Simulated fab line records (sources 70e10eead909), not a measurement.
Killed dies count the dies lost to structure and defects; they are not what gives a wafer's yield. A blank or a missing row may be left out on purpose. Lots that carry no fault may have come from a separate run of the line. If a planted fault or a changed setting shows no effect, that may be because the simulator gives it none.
Shared-tool check || flow nandHarc || 11 lots, 33 wafers sampled

WHAT PROMPTED THE OPENING
On 3 of the 11 lots, a flag is raised at NHARC_A_CONTACT_INSPECT_23 on the reading rawDefectCount. Fault-free wafers read 436, with a standard deviation of 110.
Rule: a lot gets a flag if all its wafers with a number sit over 4 standard deviations from that mean, or if no wafer of it has a number. All remaining lots are regarded as sound.

{"lot": "L605", "measured": "day 17 01:57", "on": "defectInspect-02", "rawDefectCount, wafer by wafer": "425 349 446", "flag": ""}
{"lot": "L604", "measured": "day 17 11:13", "on": "defectInspect-01", "rawDefectCount, wafer by wafer": "471 434 660", "flag": ""}
{"lot": "L606", "measured": "day 18 00:11", "on": "defectInspect-02", "rawDefectCount, wafer by wafer": "385 476 400", "flag": ""}
{"lot": "L610", "measured": "day 18 12:41", "on": "defectInspect-01", "rawDefectCount, wafer by wafer": "344 396 350", "flag": ""}
{"lot": "L613", "measured": "day 19 01:04", "on": "defectInspect-01", "rawDefectCount, wafer by wafer": "525 279 511", "flag": ""}
{"lot": "L615", "measured": "day 19 15:26", "on": "defectInspect-02", "rawDefectCount, wafer by wafer": "438 622 541", "flag": ""}
{"lot": "L614", "measured": "day 19 17:02", "on": "defectInspect-02", "rawDefectCount, wafer by wafer": "367 350 429", "flag": ""}
{"lot": "L623", "measured": "day 21 20:19", "on": "defectInspect-02", "rawDefectCount, wafer by wafer": "2546 2475 2540", "flag": "FLAGGED"}
{"lot": "L626", "measured": "day 22 19:13", "on": "defectInspect-01", "rawDefectCount, wafer by wafer": "2669 2627 2550", "flag": "FLAGGED"}
{"lot": "L624", "measured": "day 22 23:31", "on": "defectInspect-02", "rawDefectCount, wafer by wafer": "2742 2688 2625", "flag": "FLAGGED"}
{"lot": "L627", "measured": "day 23 07:19", "on": "defectInspect-02", "rawDefectCount, wafer by wafer": "317 449 501", "flag": ""}
The mean of the flagged lots' numbers is 2607, +2171 from the usual (+20 standard deviations).

LOT BY LOT: THE TOOL USED
3 process steps preceding the reading are held in the record, out of 1159 steps in the route. Read each cell as the tool, then ch plus the chambers that the sampled wafers visited, then the start.
{"lot": "L605", "flag": "", "NHARC_A_CONTACT_ETCH_30": "rieDiel-13 ch 0,1, day 17 01:35 or earlier", "NHARC_A_CONTACT_ETCH_98": "rieDiel-13 ch 0,1,3, day 17 01:35 or earlier", "NHARC_A_CONTACT_CMP_20": "cmp-02 ch 0,1,2, day 17 01:35"}
{"lot": "L604", "flag": "", "NHARC_A_CONTACT_ETCH_30": "rieDiel-10 ch 0,2, day 17 10:49 or earlier", "NHARC_A_CONTACT_ETCH_98": "rieDiel-13 ch 0,1,3, day 17 10:49 or earlier", "NHARC_A_CONTACT_CMP_20": "cmp-02 ch 0,1, day 17 10:49"}
{"lot": "L606", "flag": "", "NHARC_A_CONTACT_ETCH_30": "rieDiel-12 ch 2,3, day 17 23:50 or earlier", "NHARC_A_CONTACT_ETCH_98": "rieDiel-10 ch 0,1,3, day 17 23:50 or earlier", "NHARC_A_CONTACT_CMP_20": "cmp-04 ch 0,2,3, day 17 23:50"}
{"lot": "L610", "flag": "", "NHARC_A_CONTACT_ETCH_30": "rieDiel-12 ch 0,1,2, day 18 12:16 or earlier", "NHARC_A_CONTACT_ETCH_98": "rieDiel-12 ch 0,1,3, day 18 12:16 or earlier", "NHARC_A_CONTACT_CMP_20": "cmp-03 ch 0,1, day 18 12:16"}
{"lot": "L613", "flag": "", "NHARC_A_CONTACT_ETCH_30": "rieDiel-13 ch 0,1,2, day 18 18:45", "NHARC_A_CONTACT_ETCH_98": "rieDiel-10 ch 0,1,3, day 19 00:39 or earlier", "NHARC_A_CONTACT_CMP_20": "cmp-03 ch 0,1,3, day 19 00:39"}
{"lot": "L615", "flag": "", "NHARC_A_CONTACT_ETCH_30": "rieDiel-12 ch 0,2,3, day 19 15:05 or earlier", "NHARC_A_CONTACT_ETCH_98": "rieDiel-12 ch 0,1,3, day 19 15:05 or earlier", "NHARC_A_CONTACT_CMP_20": "cmp-03 ch 1,2,3, day 19 15:05"}
{"lot": "L614", "flag": "", "NHARC_A_CONTACT_ETCH_30": "rieDiel-10 ch 0,1,3, day 19 16:40 or earlier", "NHARC_A_CONTACT_ETCH_98": "rieDiel-12 ch 1,2,3, day 19 16:40 or earlier", "NHARC_A_CONTACT_CMP_20": "cmp-02 ch 1,2,3, day 19 16:40"}
{"lot": "L623", "flag": "FLAGGED", "NHARC_A_CONTACT_ETCH_30": "rieDiel-12 ch 0,1, day 21 19:54 or earlier", "NHARC_A_CONTACT_ETCH_98": "rieDiel-10 ch 1,2,3, day 21 19:54 or earlier", "NHARC_A_CONTACT_CMP_20": "cmp-03 ch 0,1, day 21 19:54"}
{"lot": "L626", "flag": "FLAGGED", "NHARC_A_CONTACT_ETCH_30": "rieDiel-12 ch 0,1,2, day 22 18:50 or earlier", "NHARC_A_CONTACT_ETCH_98": "rieDiel-12 ch 1,2,3, day 22 18:50 or earlier", "NHARC_A_CONTACT_CMP_20": "cmp-04 ch 0,1,3, day 22 18:50"}
{"lot": "L624", "flag": "FLAGGED", "NHARC_A_CONTACT_ETCH_30": "rieDiel-10 ch 0,1,2, day 22 23:07 or earlier", "NHARC_A_CONTACT_ETCH_98": "rieDiel-12 ch 0,1,2, day 22 23:07 or earlier", "NHARC_A_CONTACT_CMP_20": "cmp-04 ch 0,1,3, day 22 23:07"}
{"lot": "L627", "flag": "", "NHARC_A_CONTACT_ETCH_30": "rieDiel-12 ch 0,1,3, day 23 06:55 or earlier", "NHARC_A_CONTACT_ETCH_98": "rieDiel-12 ch 0,1, day 23 06:55 or earlier", "NHARC_A_CONTACT_CMP_20": "cmp-03 ch 0,1,3, day 23 06:55"}
What these steps do:
- NHARC_A_CONTACT_ETCH_30: etches the open film in CF4/CHF3, target depth 60.5 nm, time 30.2 s.
- NHARC_A_CONTACT_ETCH_98: etches the open film in C4F6/O2, target depth 20 nm, time 10 s.
- NHARC_A_CONTACT_CMP_20: polishes, t overpolish 30 s, target thk 300 nm.
- NHARC_A_CONTACT_INSPECT_23

FLAGGED OVER TOTAL, TOOL BY TOOL (the gauges that took the reading come last)
{"step": "NHARC_A_CONTACT_ETCH_30", "tool": "rieDiel-10", "lots run": 3, "flagged": 1, "share of the flagged lots": "some", "sound lots run after its first flagged lot": 0}
{"step": "NHARC_A_CONTACT_ETCH_30", "tool": "rieDiel-12", "lots run": 6, "flagged": 2, "share of the flagged lots": "some", "sound lots run after its first flagged lot": "1 (L627)"}
{"step": "NHARC_A_CONTACT_ETCH_30", "tool": "rieDiel-13", "lots run": 2, "flagged": 0, "share of the flagged lots": "none", "sound lots run after its first flagged lot": "-"}
{"step": "NHARC_A_CONTACT_ETCH_98", "tool": "rieDiel-10", "lots run": 3, "flagged": 1, "share of the flagged lots": "some", "sound lots run after its first flagged lot": 0}
{"step": "NHARC_A_CONTACT_ETCH_98", "tool": "rieDiel-12", "lots run": 6, "flagged": 2, "share of the flagged lots": "some", "sound lots run after its first flagged lot": "1 (L627)"}
{"step": "NHARC_A_CONTACT_ETCH_98", "tool": "rieDiel-13", "lots run": 2, "flagged": 0, "share of the flagged lots": "none", "sound lots run after its first flagged lot": "-"}
{"step": "NHARC_A_CONTACT_CMP_20", "tool": "cmp-02", "lots run": 3, "flagged": 0, "share of the flagged lots": "none", "sound lots run after its first flagged lot": "-"}
{"step": "NHARC_A_CONTACT_CMP_20", "tool": "cmp-03", "lots run": 5, "flagged": 1, "share of the flagged lots": "some", "sound lots run after its first flagged lot": "1 (L627)"}
{"step": "NHARC_A_CONTACT_CMP_20", "tool": "cmp-04", "lots run": 3, "flagged": 2, "share of the flagged lots": "some", "sound lots run after its first flagged lot": 0}
{"step": "NHARC_A_CONTACT_INSPECT_23", "tool": "defectInspect-01", "lots run": 4, "flagged": 1, "share of the flagged lots": "some", "sound lots run after its first flagged lot": 0}
{"step": "NHARC_A_CONTACT_INSPECT_23", "tool": "defectInspect-02", "lots run": 7, "flagged": 2, "share of the flagged lots": "some", "sound lots run after its first flagged lot": "1 (L627)"}
With no start given for some of its lots, NHARC_A_CONTACT_ETCH_30 uses the hours and lot order of NHARC_A_CONTACT_CMP_20. With no start given for some of its lots, NHARC_A_CONTACT_ETCH_98 uses the hours and lot order of NHARC_A_CONTACT_CMP_20.

WHAT THE TABLE PERMITS
No row of the table ran every flagged lot.

WHAT THE SIMULATOR HAD INSERTED
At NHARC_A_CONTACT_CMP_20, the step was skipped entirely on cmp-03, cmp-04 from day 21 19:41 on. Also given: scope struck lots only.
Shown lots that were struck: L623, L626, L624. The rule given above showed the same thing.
